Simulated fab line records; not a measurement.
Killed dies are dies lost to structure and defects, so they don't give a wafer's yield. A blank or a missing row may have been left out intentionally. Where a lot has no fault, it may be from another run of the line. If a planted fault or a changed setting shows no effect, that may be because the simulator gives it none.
Matching of chambers + flow n5Finfet + N5_BEOL_M0_SAQP_ILD_DEP_01 on pecvd-03: 3 sister chambers
The step deposits SiOC from DEMS/O2, target thk 45.419 nm, time 8.7 s. 20 wafers are shown with their chamber, then 10 later ones without.

== WAFERS WITH THEIR CHAMBER ==
| wafer  | chamber | throttleValvePct (%) | heaterPowerW (W) | showerheadPlenumPTorr (Torr) |
|--------|---------|----------------------|------------------|------------------------------|
| L079.4 | 2       | 11.9                 | 430              | 5.709                        |
| L079.5 | 1       | 11.1                 | 442              | 5.728                        |
| L079.6 | 0       | 12.1                 | 562              | 5.693                        |
| L080.2 | 0       | 12.1                 | 480              | 5.696                        |
| L080.5 | 1       | 11.5                 | 452              | 5.717                        |
| L080.6 | 0       | 12.1                 | 499              | 5.683                        |
| L082.2 | 1       | 11.4                 | 463              | 5.699                        |
| L082.4 | 1       | 11.1                 | 452              | 5.722                        |
| L082.5 | 2       | 12.0                 | 488              | 5.701                        |
| L084.1 | 0       | 11.8                 | 549              | 5.694                        |
| L084.5 | 0       | 12.1                 | 558              | 5.700                        |
| L084.6 | 2       | 12.2                 | 389              | 5.711                        |
| L085.3 | 0       | 12.0                 | 490              | 5.681                        |
| L085.4 | 1       | 11.2                 | 423              | 5.717                        |
| L085.5 | 2       | 11.7                 | 393              | 5.699                        |
| L086.2 | 0       | 12.2                 | 515              | 5.700                        |
| L086.3 | 1       | 11.3                 | 475              | 5.712                        |
| L086.5 | 0       | 11.8                 | 515              | 5.705                        |
| L087.3 | 0       | 11.8                 | 497              | 5.693                        |
| L087.5 | 0       | 12.0                 | 496              | 5.685                        |

SIGNATURES (averages over the wafers above)
| reading               | chamber 0 | chamber 1 | chamber 2 | scatter within a chamber |
|-----------------------|-----------|-----------|-----------|--------------------------|
| throttleValvePct      | 12.000    | 11.267    | 11.950    | 0.165                    |
| heaterPowerW          | 516.10    | 451.17    | 425.00    | 30.6                     |
| showerheadPlenumPTorr | 5.69300   | 5.71583   | 5.70500   | 0.00823                  |
Rule: distance of a wafer from a chamber = root of the sum over the readings of ((wafer's reading minus chamber's mean) / reading's scatter) squared. The wafer belongs to the nearest chamber; if the next one is less than 2 further off, it can't be placed. The scatter: take each reading less its chamber's mean, square it, sum over the shown wafers, divide by the number of wafers less the number of chambers, and take the root.

== WAFERS MISSING THEIR CHAMBER ==
| wafer  | throttleValvePct (%) | heaterPowerW (W) | showerheadPlenumPTorr (Torr) |
|--------|----------------------|------------------|------------------------------|
| L087.6 | 11.4                 | 467              | 5.734                        |
| L089.1 | 11.9                 | 583              | 5.682                        |
| L089.3 | 11.9                 | 487              | 5.711                        |
| L089.6 | 12.1                 | 470              | 5.705                        |
| L093.1 | 12.0                 | 567              | 5.682                        |
| L093.3 | 11.6                 | 459              | 5.707                        |
| L093.6 | 12.2                 | 563              | 5.680                        |
| L096.1 | 10.8                 | 464              | 5.687                        |
| L096.3 | 12.2                 | 507              | 5.696                        |
| L096.4 | 11.4                 | 440              | 5.709                        |

== EACH ONE'S CHAMBER ==
| wafer  | from the rows above          | in truth                   |
|--------|------------------------------|----------------------------|
| L087.6 | 1                            | 1                          |
| L089.1 | 0                            | 0                          |
| L089.3 | can't be placed: 2 or 0 or 1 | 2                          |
| L089.6 | can't be placed: 2 or 0      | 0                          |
| L093.1 | 0                            | 0                          |
| L093.3 | can't be placed: 1 or 2 or 0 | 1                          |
| L093.6 | 0                            | 0                          |
| L096.1 | 1                            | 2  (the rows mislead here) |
| L096.3 | can't be placed: 0 or 2      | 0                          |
| L096.4 | 1                            | 1                          |
5 of 10 placed correctly. Cannot be placed on the basis of these rows: 4; the candidates contain the true chamber in 4. Wrongly placed: 1.
